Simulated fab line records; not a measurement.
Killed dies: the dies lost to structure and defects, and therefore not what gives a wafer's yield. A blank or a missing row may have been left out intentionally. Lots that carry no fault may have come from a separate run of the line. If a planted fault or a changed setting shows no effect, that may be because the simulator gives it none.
fab line records    flow nand-harc
record: lots: 6  wafers: 18  last-day: 33
route steps=1302 shown A_SLIT@930
lots that met no fault: from a run of the same line without faults
start-h: the number of hours between the record's first day and the start of the first shown wafer of the lot    wait-h: hours from the lot's prior step to this one    " repeats the value in the row above    L1.1+2: several wafers, shown together as one row    - no value, or no start given    * or withheld: withheld    < > ~ a bound
route shown NAME@n: a module of which the file shows steps, and the number in the route of the first    usual: mean/standard deviation of fault-free wafers    same: alike in all rows    chamber/n: place in a boat    sites: readings site by site    _std_site: their standard deviation    _edge_site: inner sites' mean taken away from outer sites' mean    radius-mm: for every site, how far away it sits from the centre of the wafer    mask NAME#n: copy n    behind: the last tool/chamber to shape the wafer    hold: cause of the lot's hold/its duration in hours/its outcome    device: which transistor (n, p or np) failed to switch    end of line: at the end of the route, the tests of the same wafers    a step given without rows: its recipe and nothing more    killed: the dies lost at the first sort to structure and to defects; this is not the yield of the wafer    map: the dies of a wafer, with x for killed, . for not killed, _ for no die there
set.NAME: the setting that was run; set.NAME@STEP: the one run at that earlier step    model.NAME: the simulator's own value behind a step, which no gauge read
lots at some steps of the route; a table a step, a row a wafer
services: the hour from which a tool's chamber was out of use, counted from the record's first day as start-h (under 0 if before that day), plus the number of hours and why
== steps ==
step: NHARC_A_SLIT_EXPOSE_06
recipe: na: 1.35  dose-mj: 60.82  mask-id: SLIT
step: NHARC_A_SLIT_PEB_07
recipe: peb-temp-c: 100  peb-time-s: 65
step: NHARC_A_SLIT_DEVELOP_08
recipe: develop-time-s: 35  dev-temp-c: 23
step: NHARC_A_SLIT_CD_MEAS_09
recipe: target-cd-nm: 300  landing-energy-ev: 500
usual: cd-nm: 300.0/0.44
lot.wafer  tool       chamber  start-h  wait-h  cd-nm
L913.1     cd-sem-02  0        464.21   -       301.6
L913.4     "          0        "        "       300.9
L913.6     "          0        "        "       300.1
L911.1     cd-sem-01  0        467.48   -       299.0
L911.3     "          0        "        "       299.6
L911.6     "          0        "        "       300.1
L916.1     cd-sem-02  0        508.92   -       299.6
L916.2     "          0        "        "       299.7
L916.4     "          0        "        "       300.0
L919.1     cd-sem-02  0        521.62   -       299.9
L919.3     "          0        "        "       300.0
L919.5     "          0        "        "       300.6
L928.2     cd-sem-03  0        605.45   -       300.3
L928.4     "          0        "        "       299.3
L928.5     "          0        "        "       300.3
L933.1     cd-sem-03  0        685.93   -       299.9
L933.2     "          0        "        "       300.1
L933.5     "          0        "        "       300.4
step: NHARC_A_SLIT_OVL_MEAS_10
usual: overlay-x-nm: 0.2/0.8  overlay-y-nm: 0.1/0.97
lot.wafer  tool        chamber  start-h  wait-h  overlay-x-nm  overlay-y-nm
L913.1     overlay-01  -        464.30   -       -0.5          0.0
L913.4     "           -        "        "       -0.7          0.1
L913.6     "           -        "        "       -0.3          -0.4
L911.1     overlay-02  -        467.58   -       -0.5          -1.4
L911.3     "           -        "        "       -0.1          -0.9
L911.6     "           -        "        "       0.9           -0.9
L916.1     overlay-01  -        509.00   -       0.6           -1.1
L916.2     "           -        "        "       1.2           -1.1
L916.4     "           -        "        "       0.8           -0.9
L919.1     overlay-01  -        521.71   -       1.2           0.3
L919.3     "           -        "        "       1.3           0.6
L919.5     "           -        "        "       1.0           0.5
L928.2     overlay-02  -        605.54   -       1.3           0.9
L928.4     "           -        "        "       0.9           1.0
L928.5     "           -        "        "       1.4           0.5
L933.1     overlay-02  -        686.02   -       0.0           1.5
L933.2     "           -        "        "       0.3           1.2
L933.5     "           -        "        "       0.5           1.2
step: NHARC_A_SLIT_INSPECT_11
usual: raw-defect-count: 65/26
lot.wafer  tool               chamber  start-h  wait-h  raw-defect-count
L913.1     defect-inspect-02  -        464.34   0.0     11
L913.4     "                  -        "        "       20
L913.6     "                  -        "        "       15
L911.1     defect-inspect-01  -        467.62   0.0     68
L911.3     "                  -        "        "       58
L911.6     "                  -        "        "       64
L916.1     defect-inspect-01  -        509.04   0.0     79
L916.2     "                  -        "        "       80
L916.4     "                  -        "        "       65
L919.1     defect-inspect-02  -        521.74   0.0     83
L919.3     "                  -        "        "       81
L919.5     "                  -        "        "       95
L928.2     defect-inspect-01  -        605.57   0.0     63
L928.4     "                  -        "        "       61
L928.5     "                  -        "        "       51
L933.1     defect-inspect-01  -        686.06   0.0     8
L933.2     "                  -        "        "       3
L933.5     "                  -        "        "       8
step: NHARC_A_SLIT_DESCUM_14
recipe: time-s: 3  o2-flow-sccm: 200  ar-flow-sccm: 0  bias-power-w: 0  chemistry: O2
usual: drypump-motor-current-A: 5.8/0.53  oes-product-au: 1.001/0.011  rf-vpp-V: 57.7/0.85  showerhead-plenum-p-Torr: 1.89/0.079  throttle-valve-pct: 11.311/0.009
lot.wafer  tool         chamber  start-h  wait-h  drypump-motor-current-A  oes-product-au  rf-hours-counter-h  rf-vpp-V  showerhead-plenum-p-Torr  throttle-valve-pct
L913.4     rie-diel-01  1        464.41   0.1     5.4                      0.996           4.3                 56.2      1.79                      11.300
L913.1     "            2        "        "       5.9                      0.996           3.4                 58.1      1.94                      11.321
L913.6     "            0        "        "       6.7                      0.990           -                   58.7      1.90                      11.317
L911.1     rie-diel-09  2        467.68   0.1     5.8                      0.981           8.0                 58.9      2.03                      11.305
L911.3     "            1        "        "       4.9                      1.014           7.6                 57.9      1.99                      11.306
L911.6     "            3        "        "       6.0                      1.006           -                   57.3      1.85                      11.295
L916.2     rie-diel-01  0        509.10   0.1     6.7                      0.989           7.8                 58.7      1.90                      11.311
L916.1     "            1        "        "       5.4                      1.002           7.6                 57.2      1.79                      11.310
L916.4     "            3        "        "       6.4                      1.019           6.7                 57.1      1.88                      11.316
L919.3     rie-diel-03  2        521.80   0.1     5.1                      1.000           1.1                 58.1      1.79                      11.310
L919.1     "            1        "        "       5.5                      1.013           1.0                 57.5      1.88                      11.304
L919.5     "            2        "        "       5.1                      1.001           -                   58.1      1.79                      11.320
L928.4     rie-diel-03  0        605.63   0.1     6.0                      1.011           5.5                 59.0      1.87                      11.301
L928.2     "            3        "        "       5.8                      0.998           5.5                 59.8      1.93                      11.322
L928.5     "            0        "        "       6.0                      1.001           -                   57.6      1.87                      11.318
L933.2     rie-diel-09  3        686.13   0.1     6.1                      0.998           0                   56.9      1.84                      11.299
L933.1     "            0        "        "       6.6                      0.998           0                   56.4      1.80                      11.308
L933.5     "            3        "        "       6.0                      1.001           -                   59.0      1.84                      11.296
step: NHARC_A_SLIT_ETCH_24
recipe: target-depth-a: 1210  time-s: 60.5  cf4-flow-sccm: 100  chf3-flow-sccm: 30  ar-flow-sccm: 0  rf-w: 500  bias-w: 200  chemistry: CF4/CHF3
usual: drypump-motor-current-A: 5.8/0.53  oes-product-au: 0.962/0.02  rf-vpp-V: 370.0/2.2  showerhead-plenum-p-Torr: 1.56/0.061  throttle-valve-pct: 16.803/0.0092
lot.wafer  tool         chamber  start-h  wait-h  drypump-motor-current-A  oes-product-au  rf-hours-counter-h  rf-vpp-V  showerhead-plenum-p-Torr  throttle-valve-pct
L913.1     rie-diel-01  0        464.48   0.1     6.6                      0.919           4.1                 369.9     1.57                      16.803
L913.4     "            3        "        "       6.5                      0.923           3.1                 369.8     1.55                      16.816
L913.6     "            1        "        "       5.4                      0.916           -                   365.6     1.48                      16.793
L911.1     rie-diel-09  3        467.77   0.1     6.1                      0.954           8.4                 367.9     1.52                      16.793
L911.3     "            2        "        "       5.8                      0.960           8.0                 373.8     1.66                      16.786
L911.6     "            3        "        "       6.1                      0.954           -                   369.3     1.52                      16.788
L916.4     rie-diel-01  2        509.19   0.1     5.9                      0.984           7.4                 370.6     1.59                      16.826
L916.2     "            0        "        "       6.7                      0.957           7.8                 371.2     1.57                      16.813
L916.1     "            1        "        "       5.4                      0.964           7.6                 366.6     1.48                      16.807
L919.3     rie-diel-03  3        521.89   0.1     5.8                      0.972           1.2                 371.6     1.58                      16.796
L919.1     "            1        "        "       5.5                      0.988           1.0                 369.2     1.55                      16.802
L919.5     "            3        "        "       5.8                      0.978           -                   371.5     1.58                      16.812
L928.2     rie-diel-03  2        605.72   0.1     5.1                      0.987           6.9                 368.9     1.48                      16.798
L928.4     "            3        "        "       5.8                      0.988           5.5                 371.8     1.58                      16.801
L928.5     "            1        "        "       5.5                      0.977           -                   370.8     1.55                      16.799
L933.2     rie-diel-09  0        686.21   0.1     6.6                      0.983           0.0                 366.5     1.48                      16.815
L933.1     "            1        "        "       4.9                      0.987           0.0                 372.1     1.63                      16.830
L933.5     "            0        "        "       6.6                      0.983           -                   367.2     1.48                      16.802
step: NHARC_A_SLIT_ETCH_15
recipe: target-depth-a: 62000  over-etch-frac: 0.3  time-s: 1612  ion-energy-ev: 150  o2-flow-sccm: 400  cos-flow-sccm: 20  ar-flow-sccm: 0  rf-w: 500  bias-w: 300  chemistry: O2/COS
usual: cos-flow-sccm: 20.00/0.07  drypump-motor-current-A: 5.9/0.54  oes-product-au: 1.001/0.0098  rf-vpp-V: 313.5/2  showerhead-plenum-p-Torr: 3.08/0.12  throttle-valve-pct: 28.329/0.01
lot.wafer  tool         chamber  start-h  wait-h  cos-flow-sccm  drypump-motor-current-A  oes-product-au  rf-hours-counter-h  rf-vpp-V  showerhead-plenum-p-Torr  throttle-valve-pct
L913.4     rie-diel-01  3        -        -       20.00          6.4                      1.007           3.4                 312.4     3.07                      28.317
L913.1     "            1        "        "       20.02          5.4                      1.006           4.6                 310.5     2.93                      28.329
L913.6     "            3        "        "       19.96          6.4                      1.003           -                   313.6     3.07                      28.313
L911.3     rie-diel-09  1        -        -       19.96          4.9                      1.012           7.8                 317.2     3.25                      28.348
L911.1     "            2        "        "       20.03          5.8                      0.990           8.3                 316.4     3.29                      28.313
L911.6     "            1        "        "       19.99          4.9                      1.017           -                   316.8     3.25                      28.328
L916.1     rie-diel-01  3        -        -       19.84          6.5                      1.019           7.0                 314.4     3.07                      28.335
L916.2     "            0        "        "       20.05          6.7                      0.990           8.0                 314.3     3.11                      28.339
L916.4     "            1        "        "       19.99          5.4                      1.000           7.8                 312.4     2.93                      28.335
L919.3     rie-diel-03  2        -        -       20.01          5.1                      1.000           1.4                 310.2     2.93                      28.329
L919.1     "            3        "        "       19.88          5.8                      0.998           1.4                 313.1     3.14                      28.320
L919.5     "            1        "        "       20.01          5.5                      1.000           -                   313.6     3.07                      28.321
L928.2     rie-diel-03  1        -        -       19.95          5.5                      1.012           7.9                 313.5     3.07                      28.329
L928.4     "            3        "        "       20.10          5.8                      1.012           5.7                 315.9     3.14                      28.319
L928.5     "            1        "        "       19.92          5.5                      1.014           -                   312.6     3.07                      28.308
L933.1     rie-diel-09  1        -        -       19.95          4.9                      1.010           0.2                 316.4     3.24                      28.350
L933.2     "            2        "        "       19.99          5.8                      1.005           0.2                 316.1     3.29                      28.307
L933.5     "            0        "        "       19.95          6.6                      1.003           -                   312.4     2.94                      28.303
step: NHARC_A_SLIT_ETCH_17
recipe: bias-v: 900  source-w: withheld  pressure-mtorr: 20  ar-flow-sccm: 375  c4f8-flow-sccm: 83.3  o2-flow-sccm: 41.7  time-s: 4254.5  target-depth-a: 2.03e+05  chemistry: C4F8/O2/Ar
usual: drypump-motor-current-A: 5.5/0.46  showerhead-plenum-p-Torr: 3.66/0.13  throttle-valve-pct: 32.047/0.0098
lot.wafer  tool         chamber  start-h  wait-h  drypump-motor-current-A  rf-hours-counter-h  showerhead-plenum-p-Torr  throttle-valve-pct
L913.1     har-etch-02  1        465.70   -       5.5                      43                  3.68                      32.036
L913.4     "            0        467.52   -       5.5                      -                   3.92                      32.043
L913.6     "            0        468.74   -       5.5                      -                   3.92                      32.040
L911.1     har-etch-01  1        473.03   -       6.0                      266                 3.54                      32.049
L911.3     "            1        474.24   -       6.0                      -                   3.54                      32.061
L911.6     "            1        475.45   -       6.0                      -                   3.54                      32.036
L916.2     har-etch-02  1        510.77   -       5.5                      70                  3.67                      32.054
L916.1     "            0        "        "       5.5                      70                  3.90                      32.051
L916.4     "            0        512.60   -       5.6                      -                   3.90                      32.042
L919.1     har-etch-01  0        523.06   -       4.8                      289                 3.63                      32.039
L919.3     "            1        524.90   -       6.1                      -                   3.52                      32.039
L919.5     "            1        526.12   -       6.0                      -                   3.52                      32.060
L928.2     har-etch-01  0        608.55   -       4.8                      343                 3.60                      32.060
L928.4     "            1        "        "       6.0                      -                   3.50                      32.037
L928.5     "            0        610.96   -       4.8                      -                   3.60                      32.035
L933.2     har-etch-01  1        687.37   -       6.0                      385                 3.47                      32.046
L933.1     "            0        "        "       4.8                      385                 3.58                      32.031
L933.5     "            1        689.70   -       6.1                      -                   3.47                      32.053
step: NHARC_A_SLIT_ETCH_26
recipe: bias-v: 400  source-w: 2000  pressure-mtorr: 25  time-s: 90  ar-flow-sccm: 375  c4f8-flow-sccm: 41.7  o2-flow-sccm: 83.3  target-depth-a: 4000  chemistry: C4F8/O2/Ar
step: NHARC_A_SLIT_STRIP_28
recipe: o2-flow-sccm: 400  cos-flow-sccm: 20  ar-flow-sccm: 0  bias-w: 0  chemistry: O2/COS
step: NHARC_A_SLIT_ETCH_29
recipe: target-depth-a: 1000  overetch-a: 100  time-s: 55  ion-energy-ev: 100  cf4-flow-sccm: 80  o2-flow-sccm: 20  ar-flow-sccm: 0  rf-w: 300  bias-w: 100  chemistry: CF4/O2
usual: drypump-motor-current-A: 5.9/0.54  oes-product-au: 1.001/0.0094  rf-vpp-V: 197.3/1.3  showerhead-plenum-p-Torr: 1.31/0.047  throttle-valve-pct: 13.397/0.0091
lot.wafer  tool         chamber  start-h  wait-h  drypump-motor-current-A  oes-product-au  rf-hours-counter-h  rf-vpp-V  showerhead-plenum-p-Torr  throttle-valve-pct
L913.4     rie-diel-03  0        470.24   0.1     6.0                      0.999           0.0                 197.7     1.30                      13.390
L913.1     "            2        "        "       5.1                      1.005           0.0                 195.7     1.25                      13.386
L913.6     "            3        "        "       5.8                      1.015           -                   197.9     1.34                      13.394
L911.3     rie-diel-01  1        476.95   0.1     5.4                      1.008           5.9                 196.6     1.25                      13.405
L911.1     "            3        "        "       6.4                      1.011           4.6                 197.4     1.31                      13.383
L911.6     "            0        "        "       6.7                      0.989           -                   197.1     1.33                      13.394
L916.1     rie-diel-01  0        515.31   0.1     6.7                      0.885           8.4                 198.0     1.33                      13.387
L916.2     "            2        "        "       5.9                      0.996           8.6                 197.8     1.35                      13.396
L916.4     "            3        "        "       6.5                      1.012           7.8                 195.8     1.31                      13.386
L919.3     rie-diel-01  1        527.62   0.1     5.4                      0.891           9.4                 195.6     1.25                      13.389
L919.1     "            3        "        "       6.4                      0.904           8.4                 197.6     1.31                      13.396
L919.5     "            0        "        "       6.6                      0.988           -                   199.1     1.33                      13.412
L928.2     rie-diel-09  2        612.45   0.1     5.8                      0.993           6.9                 198.5     1.41                      13.405
L928.4     "            1        "        "       4.9                      1.003           7.2                 198.7     1.39                      13.379
L928.5     "            3        "        "       6.0                      0.985           -                   196.7     1.29                      13.397
L933.2     rie-diel-03  1        691.75   0.1     5.5                      0.998           1.3                 196.5     1.31                      13.392
L933.1     "            2        "        "       5.1                      0.994           1.2                 196.0     1.25                      13.394
L933.5     "            2        "        "       5.1                      1.003           -                   196.0     1.25                      13.398
step: NHARC_A_SLIT_STRIP_18
recipe: o2-flow-sccm: 500  ar-flow-sccm: 0  bias-w: 0  chemistry: O2
usual: drypump-motor-current-A: 5.9/0.54  oes-product-au: 1.001/0.011  rf-vpp-V: 57.7/0.86  showerhead-plenum-p-Torr: 3.48/0.12  throttle-valve-pct: 17.035/0.009
lot.wafer  tool         chamber  start-h  wait-h  drypump-motor-current-A  oes-product-au  rf-hours-counter-h  rf-vpp-V  showerhead-plenum-p-Torr  throttle-valve-pct
L913.1     rie-diel-03  2        -        -       5.1                      1.004           0.0                 58.1      3.32                      17.033
L913.4     "            3        "        "       5.8                      1.016           0.0                 56.4      3.55                      17.030
L913.6     "            2        "        "       5.1                      1.003           -                   58.7      3.32                      17.016
L911.3     rie-diel-01  3        -        -       6.4                      1.019           4.6                 57.9      3.47                      17.034
L911.1     "            1        "        "       5.4                      1.000           5.9                 57.6      3.32                      17.033
L911.6     "            2        "        "       5.9                      1.007           -                   58.4      3.57                      17.060
L916.1     rie-diel-01  2        -        -       5.9                      1.000           8.6                 57.1      3.57                      17.026
L916.2     "            3        "        "       6.4                      1.012           7.9                 57.9      3.47                      17.028
L916.4     "            0        "        "       6.7                      0.998           8.5                 59.1      3.51                      17.043
L919.1     rie-diel-01  3        -        -       6.4                      1.003           8.5                 58.5      3.47                      17.041
L919.3     "            1        "        "       5.4                      0.996           9.4                 56.8      3.31                      17.015
L919.5     "            0        "        "       6.7                      0.995           -                   58.2      3.51                      17.036
L928.4     rie-diel-09  0        -        -       6.6                      1.011           8.0                 56.7      3.33                      17.033
L928.2     "            2        "        "       5.8                      0.993           7.0                 59.3      3.72                      17.032
L928.5     "            1        "        "       4.9                      1.017           -                   58.5      3.66                      17.038
L933.1     rie-diel-03  1        -        -       5.5                      0.995           1.4                 56.6      3.47                      17.028
L933.2     "            3        "        "       5.8                      1.020           1.2                 57.5      3.55                      17.031
L933.5     "            2        "        "       5.1                      0.988           -                   57.6      3.31                      17.035
== services ==
tool         chamber  start-h  hours  kind
rie-diel-03  -        458.88   9.0    pm
rie-diel-01  0        463.34   -      clean
rie-diel-01  1        463.34   -      clean
rie-diel-01  2        463.34   -      clean
rie-diel-09  -        497.10   9.0    pm
rie-diel-01  1        503.60   3.7    repair
rie-diel-09  2        513.10   5.0    repair
rie-diel-09  1        514.81   7.3    repair
rie-diel-09  3        521.04   10.0   repair
rie-diel-01  -        531.81   0.4    repair
rie-diel-01  3        535.09   7.4    repair
rie-diel-09  3        551.61   8.3    repair
rie-diel-01  1        555.86   18.0   repair
rie-diel-01  -        557.94   9.0    pm
rie-diel-03  0        560.98   16.7   repair
rie-diel-03  1        571.06   3.0    repair
rie-diel-03  -        602.48   0.8    repair
rie-diel-01  0        621.33   10.3   repair
rie-diel-01  2        626.29   3.5    repair
rie-diel-03  -        636.27   9.0    pm
rie-diel-01  2        658.28   1.4    repair
rie-diel-03  3        662.45   7.0    repair
rie-diel-01  2        668.68   3.5    repair
rie-diel-09  -        674.10   9.0    pm
== key ==
first-sign: step: NHARC_A_SLIT_ETCH_29  reading: oes-product-au  direction: down  sigmas: 11  usual: 1.001  struck: 0.893
effect none on later readings
met-at NHARC_A_SLIT_ETCH_29
struck-wafers L916.1,L919.1,L919.3
later-rows-left-out L916.1,L919.1,L919.3
sort-left-out L916.1,L919.1,L919.3
tester-left-out L916,L919
onset-between 476.95 515.31
fault: kind: process-parameter-drift  tool: rie-diel-01  chamber: -  onset-h: 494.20  steps: NHARC_A_SLIT_ETCH_29  channel: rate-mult  offset: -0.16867  shape: step  end-h: 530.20  scope: struck-wafers-only
tester-left-out: of these lots the tester's yield and bins aren't shown, on N5 and GAA mostly nor the transistor test; their killed dies are dies lost to structure and defects alone, not to doping, threshold or leakage, so they don't give the yield
sort-left-out: the simulated sort isn't trusted on such a fault, so these wafers' sort isn't shown, and their yield isn't known
later-rows-left-out: the simulator's readings of these wafers behind a module that went badly wrong aren't trusted and aren't shown, but for the sort
